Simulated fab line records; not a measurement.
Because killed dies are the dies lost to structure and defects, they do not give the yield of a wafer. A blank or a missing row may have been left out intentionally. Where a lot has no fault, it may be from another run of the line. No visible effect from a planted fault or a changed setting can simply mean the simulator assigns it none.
fab line records :: flow nandHarc
record
  lots=5
  wafers=15
  lastDay=24
route steps=1159 shown P_STI@78
lots with no fault: from the same line, run without faults
startH: the number of hours between the record's first day and the start of the first shown wafer of the lot :: waitH: how many hours have passed since the lot's step before this one :: " identical to the entry in the row above :: L1.1+2: several wafers, shown together as one row :: - no value, or no start given :: * or withheld: withheld :: < > ~ a bound
route shown NAME@n: NAME is a module with steps in the file, n the number in the route of the first one :: usual: mean and standard deviation over wafers with no fault :: same: alike in all rows :: chamber/n: place in a boat :: sites: the reading at each site :: _std_site: the values' standard deviation :: _edge_site: outer sites' mean less inner sites' :: radiusMm: for every site, how far away it sits from the centre of the wafer :: mask NAME#n: copy n :: behind: the last tool/chamber to shape the wafer :: hold: what put the lot on hold/how long, in hours/how the hold closed :: device: whichever transistor did not switch (one of n, p or np) :: end of line: tests of these same wafers at the route's end :: for a step that has no rows: nothing shown but its recipe :: killed: count of dies lost to structure and defects at first sort (not the wafer's yield) :: map: per-die view of a wafer (x killed, . not killed, _ where there is no die)
set.NAME: setting as actually run; set.NAME@STEP: the setting as run at that earlier step :: model.NAME: the simulator's own value behind a step, which no gauge read
lots at some steps of the route; a table a step, a row a wafer
services: a tool's chamber out of use, with start hour (startH, from the record's first day; less than 0 if before it), hours out, and reason
## steps
# step NHARC_P_STI_SOFTBAKE_04
# recipe
  tempC=125
  timeS=70
# usual
  exhaustPa=45.1/0.9
lot.wafer: L075.1
tool: lithoTrack-05
chamber: 0
startH: -
waitH: -
exhaustPa: 46.0

lot.wafer: L075.3
tool: lithoTrack-05
chamber: 0
startH: -
waitH: -
exhaustPa: 45.3

lot.wafer: L075.6
tool: lithoTrack-05
chamber: 0
startH: -
waitH: -
exhaustPa: 45.9

lot.wafer: L081.1
tool: lithoTrack-05
chamber: 0
startH: -
waitH: -
exhaustPa: 45.0

lot.wafer: L081.3
tool: lithoTrack-05
chamber: 0
startH: -
waitH: -
exhaustPa: 45.5

lot.wafer: L081.6
tool: lithoTrack-05
chamber: 0
startH: -
waitH: -
exhaustPa: 45.5

lot.wafer: L090.3
tool: lithoTrack-03
chamber: 0
startH: -
waitH: -
exhaustPa: 45.6

lot.wafer: L090.5
tool: lithoTrack-03
chamber: 0
startH: -
waitH: -
exhaustPa: 45.8

lot.wafer: L090.6
tool: lithoTrack-03
chamber: 0
startH: -
waitH: -
exhaustPa: 47.5

lot.wafer: L093.1
tool: lithoTrack-07
chamber: 0
startH: -
waitH: -
exhaustPa: 44.9

lot.wafer: L093.4
tool: lithoTrack-07
chamber: 0
startH: -
waitH: -
exhaustPa: 45.7

lot.wafer: L093.6
tool: lithoTrack-07
chamber: 0
startH: -
waitH: -
exhaustPa: 46.1

lot.wafer: L096.2
tool: lithoTrack-03
chamber: 0
startH: -
waitH: -
exhaustPa: 46.3

lot.wafer: L096.3
tool: lithoTrack-03
chamber: 0
startH: -
waitH: -
exhaustPa: 45.6

lot.wafer: L096.4
tool: lithoTrack-03
chamber: 0
startH: -
waitH: -
exhaustPa: 45.2
# step NHARC_P_STI_EBR_05
# usual
  exhaustPa=44.9/0.83
lot.wafer: L075.1
tool: lithoTrack-05
chamber: 0
startH: -
waitH: -
exhaustPa: 45.2

lot.wafer: L075.3
tool: lithoTrack-05
chamber: 0
startH: -
waitH: -
exhaustPa: 45.0

lot.wafer: L075.6
tool: lithoTrack-05
chamber: 0
startH: -
waitH: -
exhaustPa: 46.3

lot.wafer: L081.1
tool: lithoTrack-05
chamber: 0
startH: -
waitH: -
exhaustPa: 43.9

lot.wafer: L081.3
tool: lithoTrack-05
chamber: 0
startH: -
waitH: -
exhaustPa: 43.7

lot.wafer: L081.6
tool: lithoTrack-05
chamber: 0
startH: -
waitH: -
exhaustPa: 44.8

lot.wafer: L090.3
tool: lithoTrack-03
chamber: 0
startH: -
waitH: -
exhaustPa: 45.0

lot.wafer: L090.5
tool: lithoTrack-03
chamber: 0
startH: -
waitH: -
exhaustPa: 45.0

lot.wafer: L090.6
tool: lithoTrack-03
chamber: 0
startH: -
waitH: -
exhaustPa: 43.4

lot.wafer: L093.1
tool: lithoTrack-07
chamber: 0
startH: -
waitH: -
exhaustPa: 45.0

lot.wafer: L093.4
tool: lithoTrack-07
chamber: 0
startH: -
waitH: -
exhaustPa: 45.2

lot.wafer: L093.6
tool: lithoTrack-07
chamber: 0
startH: -
waitH: -
exhaustPa: 45.3

lot.wafer: L096.2
tool: lithoTrack-03
chamber: 0
startH: -
waitH: -
exhaustPa: 46.7

lot.wafer: L096.3
tool: lithoTrack-03
chamber: 0
startH: -
waitH: -
exhaustPa: 45.3

lot.wafer: L096.4
tool: lithoTrack-03
chamber: 0
startH: -
waitH: -
exhaustPa: 46.8
# step NHARC_P_STI_EXPOSE_06
# recipe
  na=0.55
  targetCdNm=200
  doseMj=37.69
  maskId=P_STI
lot.wafer: L075.1+3+6
tool: krfScanner-02
chamber: 0
startH: 42.18
waitH: -
mask: P_STI#0

lot.wafer: L081.1+3+6
tool: krfScanner-04
chamber: 0
startH: 75.06
waitH: -
mask: P_STI#0

lot.wafer: L090.3+5+6
tool: krfScanner-04
chamber: 0
startH: 130.90
waitH: -
mask: P_STI#0

lot.wafer: L093.1+4+6
tool: krfScanner-04
chamber: 0
startH: 151.53
waitH: -
mask: P_STI#0

lot.wafer: L096.2+3+4
tool: krfScanner-02
chamber: 0
startH: 163.03
waitH: -
mask: P_STI#0
# step NHARC_P_STI_PEB_07
# recipe
  pebTempC=128
  pebTimeS=80
# usual
  exhaustPa=45.0/0.97
lot.wafer: L075.1
tool: lithoTrack-07
chamber: 0
startH: 42.25
waitH: 0.1
exhaustPa: 45.1

lot.wafer: L075.3
tool: lithoTrack-07
chamber: 0
startH: 42.25
waitH: 0.1
exhaustPa: 46.2

lot.wafer: L075.6
tool: lithoTrack-07
chamber: 0
startH: 42.25
waitH: 0.1
exhaustPa: 45.6

lot.wafer: L081.1
tool: lithoTrack-05
chamber: 0
startH: 75.13
waitH: 0.1
exhaustPa: 45.0

lot.wafer: L081.3
tool: lithoTrack-05
chamber: 0
startH: 75.13
waitH: 0.1
exhaustPa: 45.2

lot.wafer: L081.6
tool: lithoTrack-05
chamber: 0
startH: 75.13
waitH: 0.1
exhaustPa: 44.2

lot.wafer: L090.3
tool: lithoTrack-07
chamber: 0
startH: 130.96
waitH: 0.1
exhaustPa: 44.2

lot.wafer: L090.5
tool: lithoTrack-07
chamber: 0
startH: 130.96
waitH: 0.1
exhaustPa: 45.0

lot.wafer: L090.6
tool: lithoTrack-07
chamber: 0
startH: 130.96
waitH: 0.1
exhaustPa: 44.4

lot.wafer: L093.1
tool: lithoTrack-07
chamber: 0
startH: 151.60
waitH: 0.1
exhaustPa: 45.2

lot.wafer: L093.4
tool: lithoTrack-07
chamber: 0
startH: 151.60
waitH: 0.1
exhaustPa: 44.8

lot.wafer: L093.6
tool: lithoTrack-07
chamber: 0
startH: 151.60
waitH: 0.1
exhaustPa: 45.4

lot.wafer: L096.2
tool: lithoTrack-05
chamber: 0
startH: 163.10
waitH: 0.1
exhaustPa: 44.8

lot.wafer: L096.3
tool: lithoTrack-05
chamber: 0
startH: 163.10
waitH: 0.1
exhaustPa: 45.2

lot.wafer: L096.4
tool: lithoTrack-05
chamber: 0
startH: 163.10
waitH: 0.1
exhaustPa: 44.3
# step NHARC_P_STI_DEVELOP_08
# recipe
  timeS=50
  devTempC=22
# usual
  exhaustPa=44.8/0.88
lot.wafer: L075.1
tool: lithoTrack-07
chamber: 0
startH: -
waitH: -
exhaustPa: 45.2

lot.wafer: L075.3
tool: lithoTrack-07
chamber: 0
startH: -
waitH: -
exhaustPa: 44.1

lot.wafer: L075.6
tool: lithoTrack-07
chamber: 0
startH: -
waitH: -
exhaustPa: 44.9

lot.wafer: L081.1
tool: lithoTrack-05
chamber: 0
startH: -
waitH: -
exhaustPa: 45.7

lot.wafer: L081.3
tool: lithoTrack-05
chamber: 0
startH: -
waitH: -
exhaustPa: 44.7

lot.wafer: L081.6
tool: lithoTrack-05
chamber: 0
startH: -
waitH: -
exhaustPa: 45.5

lot.wafer: L090.3
tool: lithoTrack-07
chamber: 0
startH: -
waitH: -
exhaustPa: 43.8

lot.wafer: L090.5
tool: lithoTrack-07
chamber: 0
startH: -
waitH: -
exhaustPa: 43.8

lot.wafer: L090.6
tool: lithoTrack-07
chamber: 0
startH: -
waitH: -
exhaustPa: 44.8

lot.wafer: L093.1
tool: lithoTrack-07
chamber: 0
startH: -
waitH: -
exhaustPa: 46.2

lot.wafer: L093.4
tool: lithoTrack-07
chamber: 0
startH: -
waitH: -
exhaustPa: 44.3

lot.wafer: L093.6
tool: lithoTrack-07
chamber: 0
startH: -
waitH: -
exhaustPa: 44.1

lot.wafer: L096.2
tool: lithoTrack-05
chamber: 0
startH: -
waitH: -
exhaustPa: 43.9

lot.wafer: L096.3
tool: lithoTrack-05
chamber: 0
startH: -
waitH: -
exhaustPa: 45.4

lot.wafer: L096.4
tool: lithoTrack-05
chamber: 0
startH: -
waitH: -
exhaustPa: 44.4
# step NHARC_P_STI_CD_MEAS_09
# recipe
  targetCdNm=200
  landingEnergyEv=500
# usual
  cdNm=202/3.3
lot.wafer: L075.1
tool: cdSem-01
chamber: 0
startH: 42.33
waitH: -
cdNm: 201

lot.wafer: L075.3
tool: cdSem-01
chamber: 0
startH: 42.33
waitH: -
cdNm: 206

lot.wafer: L075.6
tool: cdSem-01
chamber: 0
startH: 42.33
waitH: -
cdNm: 200

lot.wafer: L081.1
tool: cdSem-02
chamber: 0
startH: 75.22
waitH: -
cdNm: 199

lot.wafer: L081.3
tool: cdSem-02
chamber: 0
startH: 75.22
waitH: -
cdNm: 199

lot.wafer: L081.6
tool: cdSem-02
chamber: 0
startH: 75.22
waitH: -
cdNm: 201

lot.wafer: L090.3
tool: cdSem-02
chamber: 0
startH: 131.05
waitH: -
cdNm: 200

lot.wafer: L090.5
tool: cdSem-02
chamber: 0
startH: 131.05
waitH: -
cdNm: 201

lot.wafer: L090.6
tool: cdSem-02
chamber: 0
startH: 131.05
waitH: -
cdNm: 201

lot.wafer: L093.1
tool: cdSem-02
chamber: 0
startH: 151.68
waitH: -
cdNm: 203

lot.wafer: L093.4
tool: cdSem-02
chamber: 0
startH: 151.68
waitH: -
cdNm: 200

lot.wafer: L093.6
tool: cdSem-02
chamber: 0
startH: 151.68
waitH: -
cdNm: 199

lot.wafer: L096.2
tool: cdSem-01
chamber: 0
startH: 163.19
waitH: -
cdNm: 203

lot.wafer: L096.3
tool: cdSem-01
chamber: 0
startH: 163.19
waitH: -
cdNm: 198

lot.wafer: L096.4
tool: cdSem-01
chamber: 0
startH: 163.19
waitH: -
cdNm: 203
# step NHARC_P_STI_OVL_MEAS_10
# usual
  overlayXNm=-2/4.9
  overlayYNm=0/5.9
lot.wafer: L075.1
tool: overlay-02
chamber: -
startH: 42.42
waitH: -
overlayXNm: 2
overlayYNm: -3

lot.wafer: L075.3
tool: overlay-02
chamber: -
startH: 42.42
waitH: -
overlayXNm: 2
overlayYNm: -3

lot.wafer: L075.6
tool: overlay-02
chamber: -
startH: 42.42
waitH: -
overlayXNm: 3
overlayYNm: -3

lot.wafer: L081.1
tool: overlay-01
chamber: -
startH: 75.32
waitH: -
overlayXNm: -4
overlayYNm: -4

lot.wafer: L081.3
tool: overlay-01
chamber: -
startH: 75.32
waitH: -
overlayXNm: -4
overlayYNm: -3

lot.wafer: L081.6
tool: overlay-01
chamber: -
startH: 75.32
waitH: -
overlayXNm: -4
overlayYNm: -3

lot.wafer: L090.3
tool: overlay-02
chamber: -
startH: 131.14
waitH: -
overlayXNm: -6
overlayYNm: 1

lot.wafer: L090.5
tool: overlay-02
chamber: -
startH: 131.14
waitH: -
overlayXNm: -5
overlayYNm: 0

lot.wafer: L090.6
tool: overlay-02
chamber: -
startH: 131.14
waitH: -
overlayXNm: -5
overlayYNm: 1

lot.wafer: L093.1
tool: overlay-01
chamber: -
startH: 151.77
waitH: -
overlayXNm: -6
overlayYNm: -4

lot.wafer: L093.4
tool: overlay-01
chamber: -
startH: 151.77
waitH: -
overlayXNm: -6
overlayYNm: -4

lot.wafer: L093.6
tool: overlay-01
chamber: -
startH: 151.77
waitH: -
overlayXNm: -7
overlayYNm: -4

lot.wafer: L096.2
tool: overlay-01
chamber: -
startH: 163.27
waitH: -
overlayXNm: 5
overlayYNm: -13

lot.wafer: L096.3
tool: overlay-01
chamber: -
startH: 163.27
waitH: -
overlayXNm: 6
overlayYNm: -13

lot.wafer: L096.4
tool: overlay-01
chamber: -
startH: 163.27
waitH: -
overlayXNm: 6
overlayYNm: -13
# step NHARC_P_STI_INSPECT_11
# usual
  rawDefectCount=5.5/2.6
lot.wafer: L075.1
tool: defectInspect-02
chamber: -
startH: 42.46
waitH: 0.0
rawDefectCount: 1

lot.wafer: L075.3
tool: defectInspect-02
chamber: -
startH: 42.46
waitH: 0.0
rawDefectCount: 5

lot.wafer: L075.6
tool: defectInspect-02
chamber: -
startH: 42.46
waitH: 0.0
rawDefectCount: 3

lot.wafer: L081.1
tool: defectInspect-02
chamber: -
startH: 75.35
waitH: 0.0
rawDefectCount: 4

lot.wafer: L081.3
tool: defectInspect-02
chamber: -
startH: 75.35
waitH: 0.0
rawDefectCount: 3

lot.wafer: L081.6
tool: defectInspect-02
chamber: -
startH: 75.35
waitH: 0.0
rawDefectCount: 6

lot.wafer: L090.3
tool: defectInspect-01
chamber: -
startH: 131.18
waitH: 0.0
rawDefectCount: 11

lot.wafer: L090.5
tool: defectInspect-01
chamber: -
startH: 131.18
waitH: 0.0
rawDefectCount: 10

lot.wafer: L090.6
tool: defectInspect-01
chamber: -
startH: 131.18
waitH: 0.0
rawDefectCount: 2

lot.wafer: L093.1
tool: defectInspect-02
chamber: -
startH: 151.81
waitH: 0.0
rawDefectCount: 6

lot.wafer: L093.4
tool: defectInspect-02
chamber: -
startH: 151.81
waitH: 0.0
rawDefectCount: 3

lot.wafer: L093.6
tool: defectInspect-02
chamber: -
startH: 151.81
waitH: 0.0
rawDefectCount: 6

lot.wafer: L096.2
tool: defectInspect-01
chamber: -
startH: 163.31
waitH: 0.0
rawDefectCount: 5

lot.wafer: L096.3
tool: defectInspect-01
chamber: -
startH: 163.31
waitH: 0.0
rawDefectCount: 2

lot.wafer: L096.4
tool: defectInspect-01
chamber: -
startH: 163.31
waitH: 0.0
rawDefectCount: 7
# step NHARC_P_STI_HARDBAKE_13
# recipe
  tempC=118
  timeS=65
# usual
  exhaustPa=45.0/0.96
lot.wafer: L075.1
tool: lithoTrack-05
chamber: 0
startH: 42.52
waitH: 0.1
exhaustPa: 43.4

lot.wafer: L075.3
tool: lithoTrack-05
chamber: 0
startH: 42.52
waitH: 0.1
exhaustPa: 43.6

lot.wafer: L075.6
tool: lithoTrack-05
chamber: 0
startH: 42.52
waitH: 0.1
exhaustPa: 44.2

lot.wafer: L081.1
tool: lithoTrack-03
chamber: 0
startH: 75.41
waitH: 0.1
exhaustPa: 44.6

lot.wafer: L081.3
tool: lithoTrack-03
chamber: 0
startH: 75.41
waitH: 0.1
exhaustPa: 44.6

lot.wafer: L081.6
tool: lithoTrack-03
chamber: 0
startH: 75.41
waitH: 0.1
exhaustPa: 46.4

lot.wafer: L090.3
tool: lithoTrack-03
chamber: 0
startH: 131.24
waitH: 0.1
exhaustPa: 46.3

lot.wafer: L090.5
tool: lithoTrack-03
chamber: 0
startH: 131.24
waitH: 0.1
exhaustPa: 45.6

lot.wafer: L090.6
tool: lithoTrack-03
chamber: 0
startH: 131.24
waitH: 0.1
exhaustPa: 45.8

lot.wafer: L093.1
tool: lithoTrack-07
chamber: 0
startH: 151.86
waitH: 0.1
exhaustPa: 46.5

lot.wafer: L093.4
tool: lithoTrack-07
chamber: 0
startH: 151.86
waitH: 0.1
exhaustPa: 45.4

lot.wafer: L093.6
tool: lithoTrack-07
chamber: 0
startH: 151.86
waitH: 0.1
exhaustPa: 45.1

lot.wafer: L096.2
tool: lithoTrack-07
chamber: 0
startH: 163.37
waitH: 0.1
exhaustPa: 44.8

lot.wafer: L096.3
tool: lithoTrack-07
chamber: 0
startH: 163.37
waitH: 0.1
exhaustPa: 45.4

lot.wafer: L096.4
tool: lithoTrack-07
chamber: 0
startH: 163.37
waitH: 0.1
exhaustPa: 45.0
# step NHARC_P_STI_DESCUM_14
# recipe
  timeS=3
  o2FlowSccm=200
  arFlowSccm=0
  biasPowerW=0
  chemistry=O2
# usual
  drypumpMotorCurrentA=5.8/0.46
  oesProductAu=1.000/0.012
  rfVppV=57.7/0.85
  showerheadPlenumPTorr=1.92/0.09
  throttleValvePct=11.311/0.0091
lot.wafer: L075.1
tool: rieDiel-05
chamber: 0
startH: 42.61
waitH: -
drypumpMotorCurrentA: 5.5
oesProductAu: 1.018
rfHoursCounterH: 1.2
rfVppV: 57.1
showerheadPlenumPTorr: 1.80
throttleValvePct: 11.337

lot.wafer: L075.3
tool: rieDiel-05
chamber: 1
startH: 42.61
waitH: -
drypumpMotorCurrentA: 6.0
oesProductAu: 1.001
rfHoursCounterH: 1.1
rfVppV: 57.8
showerheadPlenumPTorr: 1.96
throttleValvePct: 11.295

lot.wafer: L075.6
tool: rieDiel-05
chamber: 2
startH: 42.61
waitH: -
drypumpMotorCurrentA: 6.2
oesProductAu: 1.024
rfHoursCounterH: -
rfVppV: 57.1
showerheadPlenumPTorr: 1.81
throttleValvePct: 11.312

lot.wafer: L081.3
tool: rieDiel-05
chamber: 1
startH: 75.51
waitH: -
drypumpMotorCurrentA: 6.1
oesProductAu: 1.003
rfHoursCounterH: 2.9
rfVppV: 57.2
showerheadPlenumPTorr: 1.96
throttleValvePct: 11.295

lot.wafer: L081.1
tool: rieDiel-05
chamber: 2
startH: 75.51
waitH: -
drypumpMotorCurrentA: 6.1
oesProductAu: 1.005
rfHoursCounterH: 3.1
rfVppV: 58.0
showerheadPlenumPTorr: 1.80
throttleValvePct: 11.317

lot.wafer: L081.6
tool: rieDiel-05
chamber: 0
startH: 75.51
waitH: -
drypumpMotorCurrentA: 5.6
oesProductAu: 1.004
rfHoursCounterH: -
rfVppV: 57.2
showerheadPlenumPTorr: 1.80
throttleValvePct: 11.318

lot.wafer: L090.3
tool: rieDiel-11
chamber: 3
startH: 131.33
waitH: -
drypumpMotorCurrentA: 5.6
oesProductAu: 1.014
rfHoursCounterH: 7.8
rfVppV: 58.4
showerheadPlenumPTorr: 2.02
throttleValvePct: 11.325

lot.wafer: L090.5
tool: rieDiel-11
chamber: 1
startH: 131.33
waitH: -
drypumpMotorCurrentA: 5.8
oesProductAu: 1.012
rfHoursCounterH: -
rfVppV: 58.7
showerheadPlenumPTorr: 1.96
throttleValvePct: 11.308

lot.wafer: L090.6
tool: rieDiel-11
chamber: 2
startH: 131.33
waitH: -
drypumpMotorCurrentA: 5.5
oesProductAu: 1.010
rfHoursCounterH: -
rfVppV: 57.8
showerheadPlenumPTorr: 1.82
throttleValvePct: 11.308

lot.wafer: L093.4
tool: rieDiel-08
chamber: 2
startH: 151.94
waitH: -
drypumpMotorCurrentA: 5.4
oesProductAu: 1.003
rfHoursCounterH: 0.5
rfVppV: 57.5
showerheadPlenumPTorr: 1.80
throttleValvePct: 11.321

lot.wafer: L093.1
tool: rieDiel-08
chamber: 1
startH: 151.94
waitH: -
drypumpMotorCurrentA: 6.8
oesProductAu: 0.998
rfHoursCounterH: 0.5
rfVppV: 56.7
showerheadPlenumPTorr: 1.88
throttleValvePct: 11.318

lot.wafer: L093.6
tool: rieDiel-08
chamber: 3
startH: 151.94
waitH: -
drypumpMotorCurrentA: 5.2
oesProductAu: 1.001
rfHoursCounterH: -
rfVppV: 57.3
showerheadPlenumPTorr: 1.91
throttleValvePct: 11.313

lot.wafer: L096.4
tool: rieDiel-11
chamber: 2
startH: 163.44
waitH: -
drypumpMotorCurrentA: 5.5
oesProductAu: 1.013
rfHoursCounterH: 10.0
rfVppV: 55.4
showerheadPlenumPTorr: 1.82
throttleValvePct: 11.329

lot.wafer: L096.3
tool: rieDiel-11
chamber: 3
startH: 163.44
waitH: -
drypumpMotorCurrentA: 5.6
oesProductAu: 1.008
rfHoursCounterH: 10.4
rfVppV: 58.4
showerheadPlenumPTorr: 2.02
throttleValvePct: 11.310

lot.wafer: L096.2
tool: rieDiel-11
chamber: 1
startH: 163.44
waitH: -
drypumpMotorCurrentA: 5.8
oesProductAu: 1.017
rfHoursCounterH: 9.8
rfVppV: 57.8
showerheadPlenumPTorr: 1.96
throttleValvePct: 11.299
# step NHARC_P_STI_ETCH_42
# recipe
  targetDepthA=800
  overetchA=240
  timeS=61
  ionEnergyEv=200
  n2FlowSccm=150
  h2FlowSccm=150
  arFlowSccm=0
  rfW=400
  biasW=150
  chemistry=N2/H2
# usual
  drypumpMotorCurrentA=5.8/0.45
  oesProductAu=1.000/0.011
  rfVppV=430.3/2.7
  showerheadPlenumPTorr=2.04/0.097
  throttleValvePct=14.171/0.0093
lot.wafer: L075.1
tool: rieDiel-05
chamber: 3
startH: 42.68
waitH: 0.1
drypumpMotorCurrentA: 6.6
oesProductAu: 0.986
rfHoursCounterH: 1.3
rfVppV: 434.3
showerheadPlenumPTorr: 2.17
throttleValvePct: 14.167

lot.wafer: L075.3
tool: rieDiel-05
chamber: 2
startH: 42.68
waitH: 0.1
drypumpMotorCurrentA: 6.2
oesProductAu: 1.008
rfHoursCounterH: 1.2
rfVppV: 426.3
showerheadPlenumPTorr: 1.92
throttleValvePct: 14.174

lot.wafer: L075.6
tool: rieDiel-05
chamber: 3
startH: 42.68
waitH: 0.1
drypumpMotorCurrentA: 6.6
oesProductAu: 0.981
rfHoursCounterH: -
rfVppV: 434.7
showerheadPlenumPTorr: 2.17
throttleValvePct: 14.178

lot.wafer: L081.3
tool: rieDiel-05
chamber: 3
startH: 75.58
waitH: 0.1
drypumpMotorCurrentA: 6.6
oesProductAu: 0.993
rfHoursCounterH: 3.1
rfVppV: 435.7
showerheadPlenumPTorr: 2.17
throttleValvePct: 14.166

lot.wafer: L081.1
tool: rieDiel-05
chamber: 0
startH: 75.58
waitH: 0.1
drypumpMotorCurrentA: 5.6
oesProductAu: 0.994
rfHoursCounterH: 2.9
rfVppV: 426.3
showerheadPlenumPTorr: 1.92
throttleValvePct: 14.179

lot.wafer: L081.6
tool: rieDiel-05
chamber: 2
startH: 75.58
waitH: 0.1
drypumpMotorCurrentA: 6.2
oesProductAu: 1.000
rfHoursCounterH: -
rfVppV: 428.3
showerheadPlenumPTorr: 1.92
throttleValvePct: 14.180

lot.wafer: L090.3
tool: rieDiel-11
chamber: 1
startH: 131.40
waitH: 0.1
drypumpMotorCurrentA: 5.9
oesProductAu: 1.002
rfHoursCounterH: 7.4
rfVppV: 432.4
showerheadPlenumPTorr: 2.09
throttleValvePct: 14.163

lot.wafer: L090.5
tool: rieDiel-11
chamber: 1
startH: 131.40
waitH: 0.1
drypumpMotorCurrentA: 5.9
oesProductAu: 1.007
rfHoursCounterH: -
rfVppV: 431.4
showerheadPlenumPTorr: 2.09
throttleValvePct: 14.178

lot.wafer: L090.6
tool: rieDiel-11
chamber: 2
startH: 131.40
waitH: 0.1
drypumpMotorCurrentA: 5.5
oesProductAu: 0.999
rfHoursCounterH: -
rfVppV: 427.5
showerheadPlenumPTorr: 1.93
throttleValvePct: 14.178

lot.wafer: L093.1
tool: rieDiel-08
chamber: 1
startH: 152.03
waitH: 0.1
drypumpMotorCurrentA: 6.8
oesProductAu: 1.007
rfHoursCounterH: 0.5
rfVppV: 428.9
showerheadPlenumPTorr: 2.01
throttleValvePct: 14.163

lot.wafer: L093.4
tool: rieDiel-08
chamber: 3
startH: 152.03
waitH: 0.1
drypumpMotorCurrentA: 5.1
oesProductAu: 1.009
rfHoursCounterH: 0.5
rfVppV: 431.3
showerheadPlenumPTorr: 2.04
throttleValvePct: 14.184

lot.wafer: L093.6
tool: rieDiel-08
chamber: 1
startH: 152.03
waitH: 0.1
drypumpMotorCurrentA: 6.8
oesProductAu: 0.999
rfHoursCounterH: -
rfVppV: 429.8
showerheadPlenumPTorr: 2.01
throttleValvePct: 14.165

lot.wafer: L096.2
tool: rieDiel-11
chamber: 3
startH: 163.53
waitH: 0.1
drypumpMotorCurrentA: 5.6
oesProductAu: 1.006
rfHoursCounterH: 10.4
rfVppV: 433.6
showerheadPlenumPTorr: 2.15
throttleValvePct: 14.184

lot.wafer: L096.4
tool: rieDiel-11
chamber: 1
startH: 163.53
waitH: 0.1
drypumpMotorCurrentA: 5.9
oesProductAu: 1.012
rfHoursCounterH: 9.8
rfVppV: 430.6
showerheadPlenumPTorr: 2.09
throttleValvePct: 14.179

lot.wafer: L096.3
tool: rieDiel-11
chamber: 2
startH: 163.53
waitH: 0.1
drypumpMotorCurrentA: 5.5
oesProductAu: 1.015
rfHoursCounterH: 10.0
rfVppV: 428.3
showerheadPlenumPTorr: 1.93
throttleValvePct: 14.165
## services
tool: rieDiel-05
chamber: 0
startH: 20.10
hours: -
kind: clean

tool: rieDiel-05
chamber: 1
startH: 20.10
hours: -
kind: clean

tool: rieDiel-05
chamber: 2
startH: 20.10
hours: -
kind: clean

tool: rieDiel-05
chamber: 3
startH: 20.10
hours: -
kind: clean

tool: rieDiel-11
chamber: 0
startH: 21.50
hours: -
kind: clean

tool: rieDiel-11
chamber: 1
startH: 21.50
hours: -
kind: clean

tool: rieDiel-11
chamber: 2
startH: 21.50
hours: -
kind: clean

tool: rieDiel-11
chamber: 3
startH: 21.50
hours: -
kind: clean

tool: rieDiel-08
chamber: 2
startH: 26.83
hours: 1.9
kind: repair

tool: krfScanner-04
chamber: -
startH: 27.53
hours: 0.4
kind: repair

tool: rieDiel-08
chamber: 1
startH: 31.27
hours: 14.8
kind: repair

tool: krfScanner-02
chamber: -
startH: 38.00
hours: 4.0
kind: pm

tool: lithoTrack-03
chamber: -
startH: 38.00
hours: 7.0
kind: pm

tool: rieDiel-05
chamber: 0
startH: 44.60
hours: -
kind: clean

tool: rieDiel-05
chamber: 1
startH: 44.60
hours: -
kind: clean

tool: rieDiel-05
chamber: 2
startH: 44.60
hours: -
kind: clean

tool: rieDiel-05
chamber: 3
startH: 44.60
hours: -
kind: clean

tool: krfScanner-04
chamber: -
startH: 56.90
hours: 0.2
kind: repair

tool: lithoTrack-05
chamber: -
startH: 62.00
hours: 7.0
kind: pm

tool: rieDiel-05
chamber: 3
startH: 86.48
hours: 7.5
kind: repair

tool: rieDiel-08
chamber: 2
startH: 87.80
hours: 20.9
kind: repair

tool: rieDiel-11
chamber: -
startH: 91.41
hours: 1.0
kind: repair

tool: rieDiel-08
chamber: -
startH: 124.85
hours: 9.0
kind: pm

tool: krfScanner-04
chamber: -
startH: 126.00
hours: 4.0
kind: pm
## key
fault none
